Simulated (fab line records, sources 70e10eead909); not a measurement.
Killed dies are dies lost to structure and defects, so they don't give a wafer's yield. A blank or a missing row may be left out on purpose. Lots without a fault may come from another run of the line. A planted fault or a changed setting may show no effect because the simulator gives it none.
fab line records | flow nand_harc
record lots=12 wafers=36 last_day=24
route steps=1159 shown A_BLC@983 A_M0@1005 END@1159
lots that met no fault: from a run of the same line without faults
start_h: hours from the record's first day to the start of the lot's first wafer shown | wait_h: hours since the lot's step before | " the same as in the row above | L1.1+2: a row that stands for several wafers | - no value, or no start given | * or withheld: withheld | < > ~ a bound
route shown NAME@n: a module of which the file shows steps, and the number in the route of the first | usual: mean/standard deviation of fault-free wafers | same: alike in all rows | chamber/n: place in a boat | sites: the reading at each site | _std_site: their standard deviation | _edge_site: outer sites' mean less inner sites' | radius_mm: how far each site lies from the wafer's centre | mask NAME#n: copy n | behind: the tool/chamber that last shaped the wafer | hold: why the lot was held/for how many hours/how that ended | device: the transistor (n, p or np) that didn't switch | end of line: the same wafers' tests at the end of the route | a step without rows: its recipe alone | killed: dies lost to structure and defects at the first sort, not the wafer's yield | map: a wafer's dies, x killed, . not, _ none there
set.NAME: the setting as run; set.NAME@STEP: as run at that earlier step | model.NAME: the simulator's own value behind a step, which no gauge read
steps of the route over a sample of lots; a table a step, a row a wafer
services: from which hour (start_h, from the record's first day; less than 0 if before it) a tool's chamber was out of use, for how many hours, and why
## steps
# step NHARC_A_BLC_STRIP_21
# recipe o2_flow_sccm=500 ar_flow_sccm=0 bias_w=0 chemistry=O2
# usual drypump_motor_current_A=5.6/0.41 oes_product_au=0.999/0.0069 rf_vpp_V=57.9/0.87 showerhead_plenum_p_Torr=3.51/0.13 throttle_valve_pct=17.037/0.0096
# columns lot.wafer tool chamber start_h wait_h drypump_motor_current_A oes_product_au rf_hours_counter_h rf_vpp_V showerhead_plenum_p_Torr throttle_valve_pct
L461.3 rie_diel-04 0 382.49 0.1 5.3 1.006 8 58.7 3.53 17.032
L461.1 " 2 " " 6.1 0.996 9 58.1 3.64 17.042
L461.2 " 3 " " 6.0 0.999 9 56.6 3.29 17.042
L465.1 rie_diel-13 3 405.80 0.1 6.0 0.990 12 57.6 3.60 17.031
L465.4 " 0 " " 5.5 0.998 13 58.4 3.59 17.029
L465.5 " 3 " " 6.0 1.001 - 56.4 3.60 17.042
L466.4 rie_diel-13 3 414.88 0.1 6.0 0.988 13 58.5 3.60 17.031
L466.3 " 0 " " 5.5 1.005 14 58.6 3.59 17.038
L466.2 " 1 " " 5.8 0.994 14 57.8 3.58 17.047
L470.1 rie_diel-13 2 451.51 0.1 5.3 0.997 17 58.2 3.36 17.028
L470.2 " 3 " " 6.0 1.000 15 57.9 3.60 17.037
L470.4 " 0 " " 5.5 0.993 17 57.0 3.59 17.028
L474.1 rie_diel-04 1 458.83 0.1 5.0 0.993 18 55.9 3.55 17.041
L474.2 " 3 " " 6.0 0.991 17 57.1 3.28 17.054
L474.4 " 1 " " 5.0 0.983 - 56.5 3.55 17.055
L473.4 rie_diel-09 1 463.30 0.1 4.9 0.992 12 58.5 3.45 17.040
L473.3 " 0 " " 5.1 1.002 12 59.5 3.49 17.053
L473.6 " 1 " " 4.9 0.997 - 56.5 3.45 17.033
L475.2 rie_diel-13 2 471.20 0.1 5.3 0.996 2 56.6 3.36 17.041
L475.4 " 0 " " 5.5 1.003 2 56.9 3.59 17.019
L475.5 " 1 " " 5.8 1.006 - 59.1 3.58 17.040
L476.2 rie_diel-13 3 489.63 0.1 6.0 1.004 2 58.5 3.60 17.033
L476.4 " 0 " " 5.5 1.008 3 58.0 3.59 17.033
L476.3 " 2 " " 5.3 1.008 2 56.3 3.36 17.037
L480.3 rie_diel-04 1 504.34 0.1 5.0 1.005 3 58.8 3.55 17.026
L480.5 " 2 " " 6.1 0.994 - 58.2 3.63 17.046
L480.4 " 3 " " 6.0 1.005 - 58.5 3.28 17.033
L479.2 rie_diel-13 3 506.70 0.1 6.0 0.987 4 58.6 3.60 17.040
L479.1 " 0 " " 5.5 0.992 4 57.8 3.59 17.040
L479.6 " 2 " " 5.3 0.985 - 57.5 3.36 17.037
L483.1 rie_diel-09 3 526.36 0.1 5.5 0.995 32 59.0 3.75 17.029
L483.3 " 0 " " 5.1 1.002 32 57.3 3.48 17.025
L483.4 " 2 " " 4.9 0.996 34 57.3 3.46 17.038
L484.1 rie_diel-04 3 527.30 0.1 6.0 1.001 8 57.4 3.28 17.035
L484.3 " 2 " " 6.0 0.996 7 58.2 3.63 17.041
L484.4 " 3 " " 6.0 0.996 - 56.9 3.28 17.046
# step NHARC_A_BLC_DEGAS_30
# recipe temp_c=300 time_s=60
# usual heater_power_w=457/31
# columns lot.wafer tool chamber start_h wait_h heater_power_w
L461.1 pvd_sputter-02 - 382.91 - 440
L461.2 " - " " 407
L461.3 " - " " 428
L465.4 pvd_sputter-02 - 406.21 - 461
L465.1 " - " " 449
L465.5 " - " " 447
L466.3 pvd_sputter-03 - 415.30 - 450
L466.4 " - " " 464
L466.2 " - " " 469
L470.4 pvd_sputter-03 - 451.93 - 463
L470.1 " - " " 451
L470.2 " - " " 465
L474.4 pvd_sputter-01 - 459.26 - 525
L474.2 " - " " 445
L474.1 " - " " 461
L473.3 pvd_sputter-02 - 463.74 - 449
L473.4 " - " " 455
L473.6 " - " " 456
L475.2 pvd_sputter-03 - 471.60 - 491
L475.4 " - " " 482
L475.5 " - " " 458
L476.3 pvd_sputter-03 - 490.05 - 489
L476.4 " - " " 482
L476.2 " - " " 465
L480.3 pvd_sputter-02 - 504.76 - 460
L480.4 " - " " 384
L480.5 " - " " 405
L479.1 pvd_sputter-03 - 507.12 - 488
L479.2 " - " " 474
L479.6 " - " " 469
L483.3 pvd_sputter-03 - 526.78 - 488
L483.4 " - " " 474
L483.1 " - " " 461
L484.1 pvd_sputter-03 - 527.74 - 473
L484.4 " - " " 475
L484.3 " - " " 463
# step NHARC_A_M0_OVL_MEAS_10
# recipe pitch_nm=160
# usual overlay_x_nm=0.0/0.95 overlay_y_nm=-0.1/0.94
# columns lot.wafer tool chamber start_h wait_h overlay_x_nm overlay_y_nm
L461.1 overlay-01 - 385.28 - 0.6 -1.7
L461.2 " - " " 0.2 -1.0
L461.3 " - " " 0.4 -1.7
L465.1 overlay-02 - 413.22 - 0.1 -0.7
L465.4 " - " " -0.5 -0.3
L465.5 " - " " -0.4 -0.2
L466.2 overlay-01 - 417.66 - 1.1 -1.8
L466.3 " - " " 0.3 -1.6
L466.4 " - " " 0.8 -2.0
L470.1 overlay-02 - 455.10 - -1.1 0.3
L470.2 " - " " -0.7 0.8
L470.4 " - " " -0.7 0.9
L474.1 overlay-01 - 461.65 - -0.3 0.8
L474.2 " - " " -0.1 0.9
L474.4 " - " " 0.4 0.8
L473.3 overlay-02 - 471.29 - -0.1 1.4
L473.4 " - " " -0.7 1.2
L473.6 " - " " -0.3 1.0
L475.2 overlay-01 - 487.25 - -0.9 -0.1
L475.4 " - " " -1.1 -0.1
L475.5 " - " " -1.1 -0.2
L476.2 overlay-01 - 501.57 - 0.4 2.3
L476.3 " - " " 0.2 1.9
L476.4 " - " " 0.5 1.6
L480.3 overlay-02 - 507.23 - -1.2 -0.9
L480.4 " - " " -1.3 -0.7
L480.5 " - " " -1.1 -0.5
L479.1 overlay-02 - 509.35 - -0.1 0.0
L479.2 " - " " -0.5 -0.2
L479.6 " - " " -0.6 0.1
L483.1 overlay-01 - 529.15 - 0.0 -0.9
L483.3 " - " " 0.1 -0.8
L483.4 " - " " -0.4 -1.4
L484.1 overlay-01 - 531.06 - 0.7 -1.2
L484.3 " - " " 0.7 -0.8
L484.4 " - " " 0.3 -1.0
# step NHARC_A_M0_PVD_21
# recipe target_thk_a=300 chamber_pressure_pa=5 power_w=5000 substrate_temp_c=30 time_s=20.49 material=Cu
# usual cathode_dc_power_W=4999.9/0.91 chamber_pressure_pa=5.000/0.0099 throttle_valve_pct=29.8/0.95
# columns lot.wafer tool chamber start_h wait_h cathode_dc_power_W chamber_pressure_pa throttle_valve_pct
L461.3 pvd_sputter-01 - 386.52 - 4999.5 5.004 29.4
L461.1 " - " " 5000.5 4.998 28.0
L461.2 " - " " 5000.6 5.000 30.1
L465.1 pvd_sputter-01 - 414.57 - 4999.4 5.018 29.6
L465.4 " - " " 5000.2 4.999 29.9
L465.5 " - " " 5001.2 5.003 29.4
L466.4 pvd_sputter-02 - 418.91 - 5002.2 4.994 30.7
L466.3 " - " " 5000.3 4.997 30.1
L466.2 " - " " 4999.7 4.994 30.1
L470.2 pvd_sputter-03 - 456.35 - 4999.2 5.012 28.3
L470.4 " - " " 4999.8 5.001 32.0
L470.1 " - " " 5001.1 5.001 29.4
L474.1 pvd_sputter-01 - 462.96 - 4999.6 4.994 29.9
L474.4 " - " " 4999.7 4.990 29.3
L474.2 " - " " 4998.9 4.994 29.1
L473.4 pvd_sputter-02 - 472.97 - 4999.6 5.017 30.8
L473.3 " - " " 4999.7 4.983 30.2
L473.6 " - " " 4998.7 5.010 30.3
L475.4 pvd_sputter-01 - 488.60 - 4999.9 5.004 29.4
L475.2 " - " " 4997.9 5.004 29.8
L475.5 " - " " 4999.7 5.007 29.4
L476.3 pvd_sputter-03 - 502.87 - 5001.6 5.009 28.1
L476.4 " - " " 4999.6 4.989 31.9
L476.2 " - " " 5001.8 4.996 29.1
L480.4 pvd_sputter-01 - 508.57 - - - -
L480.3 " - " " - - -
L480.5 " - " " - - -
L479.2 pvd_sputter-01 - 510.62 - - - -
L479.1 " - " " - - -
L479.6 " - " " - - -
L483.3 pvd_sputter-02 - 530.43 - 5000.7 4.988 30.3
L483.4 " - " " 4998.8 4.994 30.0
L483.1 " - " " 5000.7 4.998 30.8
L484.4 pvd_sputter-02 - 532.38 - 5000.2 5.001 30.5
L484.1 " - " " 4999.5 4.984 30.5
L484.3 " - " " 4999.4 5.009 30.1
# step NHARC_END_SORT_01
# recipe temp_c=25
# usual defect_limited_yield=95.4/1.4 killed_at_array=27/10 killed_at_other=0.6/1 killed_at_periphery=3.4/2.7 killed_dies=31/9.7 killed_open=3.4/1.7 killed_short=2.2/1.5 sort_bin_2_pct=1.4/0.57 sort_bin_3_pct=0.25/0.23 sort_bin_4_pct=3.0/0.94 sort_n_pass=646/9.7 sort_rim_yield_pct=95.3/3 sort_yield_pct=95.4/1.4
# same gross_dies=677 sort_bin_5_pct[%]=0 sort_bin_6_pct[%]=0 sort_bin_7_pct[%]=0 sort_bin_8_pct[%]=0 sort_rim_n_gross=106.00
# columns lot.wafer tool chamber start_h wait_h defect_limited_yield[%] killed_at_array killed_at_other killed_at_periphery killed_dies killed_open killed_short sort_bin_2_pct[%] sort_bin_3_pct[%] sort_bin_4_pct[%] sort_n_pass sort_rim_yield_pct[%] sort_yield_pct[%]
L474.1 prober-02 0 502.81 2.5 98.1 13 0 0 13 1 0 0.6 0 1.3 664 98.1 98.1
L474.2 prober-02 0 503.62 2.8 97.6 16 0 0 16 3 2 0.7 0 1.6 661 98.1 97.6
L474.4 prober-02 0 505.23 3.4 96.6 17 0 6 23 3 3 0.9 0.44 2.1 654 96.2 96.6
L480.3 prober-02 0 556.54 3.1 0 668 0 9 677 2 6 97.0 0.15 2.8 0 0 0
L480.4 prober-02 0 557.35 3.4 0 673 0 4 677 5 3 97.2 0.15 2.7 0 0 0
L480.5 prober-02 0 558.17 3.8 0 667 1 9 677 2 1 96.8 0.30 3.0 0 0 0
# killed by level:class
L474.1 A_CHANNEL_HOLE_D1:chamber_film_flake=4 A_SLIT:chamber_film_flake=4 A_STAIRCASE:chamber_film_flake=2 A_CONTACT:chamber_film_flake=2 A_ONON_D1:geometric_particle:open=1
L474.2 A_CONTACT:chamber_film_flake=5 A_STAIRCASE:chamber_film_flake=3 A_WL_FILL:geometric_particle:short=2 A_CONTACT:geometric_particle:open=2 A_ONON_D1:geometric_particle:open=1 A_ZERO_WELL:chamber_film_flake=1 A_CHANNEL_HOLE_D1:chamber_film_flake=1 A_SLIT:chamber_film_flake=1
L474.4 A_CONTACT:chamber_film_flake=5 A_CHANNEL_FILL_D1:geometric_particle:short=3 A_CHANNEL_HOLE_D1:chamber_film_flake=3 A_STAIRCASE:chamber_film_flake=3 A_SLIT:chamber_film_flake=3 P_GATE:geometric_particle:open=1 P_M0:geometric_particle:open=1 P_M2:geometric_particle:open=1
L480.3 A_M0:area_pvd=651 A_CONTACT:chamber_film_flake=4 P_STI:chamber_film_flake=3 P_GATE:chamber_film_flake=3 A_STAIRCASE:chamber_film_flake=3 A_CHANNEL_HOLE_D1:chamber_film_flake=2 P_M1:geometric_particle:open=1 A_ONON_D1:geometric_particle:short=1
L480.4 A_M0:area_pvd=648 A_STAIRCASE:chamber_film_flake=6 A_CHANNEL_HOLE_D1:chamber_film_flake=5 A_CONTACT:chamber_film_flake=3 A_CHANNEL_HOLE_D1:geometric_particle:open=2 A_CHANNEL_FILL_D1:geometric_particle:open=2 A_CONTACT:geometric_particle:short=2 P_GATE:chamber_film_flake=2
L480.5 A_M0:area_pvd=646 A_CHANNEL_HOLE_D1:chamber_film_flake=9 P_STI:chamber_film_flake=6 A_STAIRCASE:chamber_film_flake=5 A_WL_FILL:geometric_particle:open=2 P_GATE:chamber_film_flake=2 A_CHANNEL_FILL_D1:chamber_film_flake=2 A_SGD_CUT:chamber_film_flake=2
## services
# columns tool chamber start_h hours kind
rie_diel-13 0 358.54 - clean
rie_diel-13 1 358.54 - clean
rie_diel-13 2 358.54 - clean
rie_diel-13 3 358.54 - clean
rie_diel-13 0 383.04 - clean
rie_diel-13 1 383.04 - clean
rie_diel-13 3 384.56 8.6 repair
pvd_sputter-03 - 390.24 1.1 repair
pvd_sputter-02 - 392.00 10.0 pm
pvd_sputter-03 - 408.89 3.2 repair
pvd_sputter-03 - 428.79 1.3 repair
rie_diel-09 - 431.10 9.0 pm
pvd_sputter-01 - 433.13 3.4 repair
pvd_sputter-01 - 450.94 5.8 repair
rie_diel-13 - 453.00 9.0 pm
rie_diel-04 2 456.85 3.1 repair
pvd_sputter-03 - 458.00 10.0 pm
rie_diel-04 - 466.09 9.0 pm
rie_diel-09 1 483.42 2.3 repair
rie_diel-04 2 490.01 6.0 repair
pvd_sputter-03 - 494.36 1.8 repair
rie_diel-04 0 495.67 81.4 repair
pvd_sputter-01 - 514.05 10.0 pm
pvd_sputter-03 - 528.21 18.2 repair
## key
first_sign step=NHARC_A_M0_PVD_21 reading=tool_record direction=missing
effect step=NHARC_END_SORT_01 reading=sort_bin_2_pct direction=up sigmas=99+ usual=1.4 struck=97.0
more_kills_born_at NHARC_A_M0_PVD_21@pvd_sputter-01=1945
met_at NHARC_A_M0_PVD_21
struck_lots L479,L480
later_rows_left_out L479.1,L479.2,L479.6,L480.3,L480.4,L480.5
sort_left_out L479.1,L479.2,L479.6
not_acting_at NHARC_A_BLC_STRIP_21,NHARC_A_BLC_DEGAS_30,NHARC_A_M0_OVL_MEAS_10
onset_between 488.60 508.57
fault kind=skipped_step_whole tool=pvd_sputter-01 chamber=- onset_h=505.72 steps=NHARC_A_M0_PVD_21 scope=struck_lots_only
# sort_left_out: the simulated sort isn't trusted on such a fault, so these wafers' sort isn't shown, and their yield isn't known
# later_rows_left_out: the simulator's readings of these wafers behind a module that went badly wrong aren't trusted and aren't shown, but for the sort
